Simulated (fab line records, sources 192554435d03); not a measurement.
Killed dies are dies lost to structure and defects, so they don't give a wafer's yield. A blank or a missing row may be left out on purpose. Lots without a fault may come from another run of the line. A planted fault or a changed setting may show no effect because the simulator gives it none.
Split-lot experiment | flow n5_finfet | 7 lots, 21 wafers read, on a route of 1938 steps

THE SPLIT
At N5_HKMG_FIN_HK_ALD_01 (deposits HfO2, target thk 1.6 nm, pulse time 3 s, purge time 3 s), the setting ald_cycles was moved away from the recipe's 30 on 9 of the 21 wafers read, by -13.3% to +13.3%. The other wafers ran this setting at the recipe's value.

FROM THE SPLIT TO THE READING: what the file shows between them, 10 steps
- N5_HKMG_FIN_PEB_47: peb time 60 s (also split here: peb_time_s)
- N5_HKMG_FIN_DEVELOP_48: develop time 30 s
- N5_HKMG_FIN_CD_MEAS_49: target cd 202 nm
- N5_HKMG_FIN_DESCUM_53: chemistry O2, time 7.9 s
- N5_HKMG_FIN_ETCH_54: etches SiARC in CF4, target depth 45.5 nm, time 75.8 s
- N5_HKMG_FIN_ETCH_55: etches SOC in N2/H2, target depth 240 nm, time 300 s
- N5_HKMG_FIN_STRIP_56: strips in N2/H2
- N5_HKMG_FIN_STRIP_57: strips in CF4
- N5_HKMG_FIN_WET_ETCH_82: etches La2O3 in dHCl, stops on HfO2, target depth 2 nm, rinse time 30 s
- N5_HKMG_FIN_ALD_36: deposits TiN, target thk 1 nm, pulse time 1 s, purge time 3 s

THE READING
HK_THK, in nm, at N5_HKMG_FIN_THK_MEAS_70 (measures by xrf). Fault-free wafers of this fab line usually give 1.577 nm, standard deviation 0.02 nm.

wafer  | tool, chamber at the split | ald_cycles as run | against the recipe | HK_THK, nm | against lot-mates on the recipe
L076.1 | ald_hk-02, 0               | 26                | -13.3%             | 1.343      | -0.227
L076.4 | ald_hk-02, 1,3             | 30                | recipe             | 1.536      | -
L076.5 | ald_hk-02, 1,3             | 30                | recipe             | 1.603      | -
L077.1 | ald_hk-03, 1               | 30                | recipe             | 1.577      | -
L077.2 | ald_hk-03, 2,3             | 28                | -6.7%              | 1.491      | -0.086
L077.4 | ald_hk-03, 2,3             | 28                | -6.7%              | 1.463      | -0.114
L079.3 | ald_hk-03, 0,2             | 34                | +13.3%             | 1.798      | +0.209
L079.4 | ald_hk-03, 3               | 30                | recipe             | 1.589      | -
L079.5 | ald_hk-03, 0,2             | 34                | +13.3%             | 1.832      | +0.243
L089.2 | ald_hk-01, 2,0,1           | 30                | recipe             | 1.549      | -
L089.3 | ald_hk-01, 2,0,1           | 30                | recipe             | 1.566      | -
L089.6 | ald_hk-01, 2,0,1           | 30                | recipe             | 1.591      | -
L090.1 | ald_hk-03, 1,3             | 31                | +3.3%              | 1.617      | +0.066
L090.4 | ald_hk-03, 1,3             | 31                | +3.3%              | 1.630      | +0.079
L090.5 | ald_hk-03, 1               | 30                | recipe             | 1.551      | -
L091.3 | ald_hk-01, 1,0,1           | 30                | recipe             | 1.555      | -
L091.5 | ald_hk-01, 1,0,1           | 30                | recipe             | 1.548      | -
L091.6 | ald_hk-01, 1,0,1           | 30                | recipe             | 1.561      | -
L093.1 | ald_hk-02, 2,0             | 28                | -6.7%              | 1.472      | -0.110
L093.2 | ald_hk-02, 2,0             | 28                | -6.7%              | 1.478      | -0.104
L093.3 | ald_hk-02, 3               | 30                | recipe             | 1.582      | -
Where a row lists several chambers, the file gives one row for several wafers and doesn't say which wafer went through which chamber.

THE FIT
A straight line over all 21 wafers: HK_THK changes by +0.017 nm for each +1% of ald_cycles; r = +0.98; the points scatter about the line by 0.02 nm.
The same after taking each lot's own level away (the mean of its wafers on the recipe; 21 wafers): +0.0168 nm for each +1%; r = +0.99; scatter 0.016 nm.
On that fit, the largest move of ald_cycles shifts the reading by 0.22 nm.
The lots' own levels span 1.5510 to 1.5890 nm, that is 1.9 times the standard deviation above.
So the lot-to-lot level changes the slope little: the two slopes agree.
Check: with one of the wafers moved furthest among these (-13.3%) left out of the fit, the line predicts -0.218 nm for it against its lot-mates. It came out at -0.227 nm against them.

OTHER SPLITS ON THESE WAFERS
These wafers also went through other splits before the reading. Each is held against what the fit with the lots' levels taken away leaves over:
other split on the same wafers | wafers away from the commonest value | r with HK_THK (lot level and that fit taken away)
N5_SD_EPI_P_EXPOSE_06 dose_mj  | 8                                    | +0.17
N5_HKMG_FIN_PEB_47 peb_time_s  | 4                                    | -0.35

THE FILE'S OWN FIT
HK_THK changes by +0.0168 nm for each +1% of ald_cycles, r = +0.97.
